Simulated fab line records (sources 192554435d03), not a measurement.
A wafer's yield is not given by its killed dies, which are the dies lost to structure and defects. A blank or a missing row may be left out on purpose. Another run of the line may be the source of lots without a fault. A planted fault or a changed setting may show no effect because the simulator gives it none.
Split-lot trial + flow n5-finfet + route with 1938 steps; 7 lots, 21 wafers read

## THE SPLIT
At N5_MOL_CONTACT_COAG_CONTACT_ETCH_14 (etches SiO2 in C4F6/O2, target depth 27.5 nm, overetch 8.5 nm, time 20 s), the setting source-w was moved away from the recipe's 370 W on 7 of the 21 wafers read, by -10.3% to +15.9%. This setting was run at the recipe's value on the other wafers.

The reading is taken at the split's own step.

## THE READING
rf-vpp-V, in V, at N5_MOL_CONTACT_COAG_CONTACT_ETCH_14 (etches SiO2 in C4F6/O2, target depth 27.5 nm, overetch 8.5 nm, time 20 s). Fault-free wafers of this fab line usually give 692.7 V, standard deviation 3 V.

| wafer  | tool, chamber at the split | source-w as run, W | against the recipe | rf-vpp-V, V | against lot-mates on the recipe |
|--------|----------------------------|--------------------|--------------------|-------------|---------------------------------|
| L074.4 | rie-diel-03, 1             | 428.7              | +15.9%             | 652.5       | -41.3                           |
| L074.5 | rie-diel-03, 2             | 428.7              | +15.9%             | 668.1       | -25.7                           |
| L074.6 | rie-diel-03, 0             | 370                | recipe             | 693.8       | -                               |
| L078.3 | rie-diel-03, 1             | 370                | recipe             | 691.4       | -                               |
| L078.4 | rie-diel-03, 0             | 370                | recipe             | 692.0       | -                               |
| L078.6 | rie-diel-03, 3             | 370                | recipe             | 688.7       | -                               |
| L083.3 | rie-diel-04, 2             | 370                | recipe             | 696.5       | -                               |
| L083.4 | rie-diel-04, 3             | 370                | recipe             | 695.7       | -                               |
| L083.5 | rie-diel-04, 1             | 370                | recipe             | 690.4       | -                               |
| L085.2 | rie-diel-03, 2             | 370                | recipe             | 696.1       | -                               |
| L085.3 | rie-diel-03, 1             | 370                | recipe             | 689.2       | -                               |
| L085.6 | rie-diel-03, 3             | 370                | recipe             | 690.4       | -                               |
| L088.1 | rie-diel-03, 1             | 370                | recipe             | 689.5       | -                               |
| L088.2 | rie-diel-03, 2             | 370                | recipe             | 696.1       | -                               |
| L088.5 | rie-diel-03, 1             | 400.6              | +8.3%              | 665.6       | -27.2                           |
| L091.1 | rie-diel-03, 1             | 370                | recipe             | 689.7       | -                               |
| L091.3 | rie-diel-03, 2             | 413.8              | +11.8%             | 674.1       | -15.6                           |
| L091.4 | rie-diel-03, 3             | 413.8              | +11.8%             | 664.8       | -24.9                           |
| L092.4 | rie-diel-03, 1             | 331.9              | -10.3%             | 704.8       | +17.0                           |
| L092.5 | rie-diel-03, 0             | 331.9              | -10.3%             | 703.7       | +15.9                           |
| L092.6 | rie-diel-03, 3             | 370                | recipe             | 687.8       | -                               |

FIT RESULTS
A straight line over all 21 wafers: rf-vpp-V changes by -1.83 V for each +1% of source-w; r = -0.93; the points scatter about the line by 5 V.
The same after taking each lot's own level away (the mean of its wafers on the recipe; 21 wafers): -1.94 V for each +1%; r = -0.95; scatter 4.6 V.
Per that fit: largest source-w move, reading shift of 31 V.
The lots' own levels span 687.80 to 694.20 V, that is 2.1 times the standard deviation above.
Consequently the slope shifts little with the lot-to-lot level, the two slopes agreeing.
Check: for one of the wafers moved furthest among these (+15.9%), held out of the fit, the line's prediction against its lot-mates is -28.6 V. Against them it came out at -41.3 V.
Tool readings at the split's step, against how far the setting was moved: rf-vpp-V r = -0.93.

## THESE WAFERS: OTHER SPLITS
Note: prior to the reading, these wafers also went through further splits. Each is held against what the fit with the lots' levels taken away leaves over:
| other split on the same wafers | wafers away from the commonest value | r with rf-vpp-V (lot level and that fit taken away) |
|--------------------------------|--------------------------------------|-----------------------------------------------------|
| N5_GATE_CUT_HM_DEP_46 time-s   | 10                                   | +0.25                                               |

## THE FILE'S OWN FIT
rf-vpp-V changes by -2.06 V for each +1% of source-w, r = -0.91.
